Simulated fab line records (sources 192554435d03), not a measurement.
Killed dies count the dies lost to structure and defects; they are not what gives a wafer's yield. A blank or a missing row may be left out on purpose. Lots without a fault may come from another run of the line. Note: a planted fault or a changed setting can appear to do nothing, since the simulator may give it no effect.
What tool caused it? ; flow n5_finfet ; 10 lots (27 wafers sampled), 1 step of a 1938-step route

WHAT THE GAUGES SHOWED, per wafer
N5_FIN_SAQP_OCD_MEAS_76.
lot;measured;on;trench_depth_nm (nm)
L403;day 2 02:35;ocd-01;121.5 120.7
L404;day 2 10:42;ocd-01;118.7 123.9 121.1
L405;day 2 14:39;ocd-02;119.7 119.8
L406;day 2 20:50;ocd-01;120.4 119.7 120.7
L407;day 3 02:02;ocd-02;121.5 117.9 118.9
L408;day 3 08:23;ocd-02;121.8 121.7 118.4
L415;day 5 04:43;ocd-01;120.2 121.6 118.7
L420;day 6 08:53;ocd-01;123.1 120.8 121.8
L423;day 7 02:02;ocd-01;118.5 118.6
L426;day 7 21:06;ocd-02;119.0 123.4 122.3

WHICH TOOL RAN EACH LOT (tool, then ch and the chambers of the sampled wafers, then the start)
The record holds no process step before these readings.

THE ANSWER, worked out from the rows above alone
Rule: usual is defined by the lots themselves. Put in order of their means at a reading, lots are off if they are a third of the lots or fewer, leave a main group of 4 or more, and stand apart from it by a gap of 3 or more times the standard deviation of the main group's means; of several such gaps the widest counts. The tables above print the reading to a certain number of digits; a main group whose means all agree to those digits is not used. Also off: a lot with no number at a reading for which 4 or more lots have one. Any other lot the step has rows for is counted as sound.
No lot is off at any reading shown: from this, nothing can be told.

WHAT THE SIMULATOR PUT IN
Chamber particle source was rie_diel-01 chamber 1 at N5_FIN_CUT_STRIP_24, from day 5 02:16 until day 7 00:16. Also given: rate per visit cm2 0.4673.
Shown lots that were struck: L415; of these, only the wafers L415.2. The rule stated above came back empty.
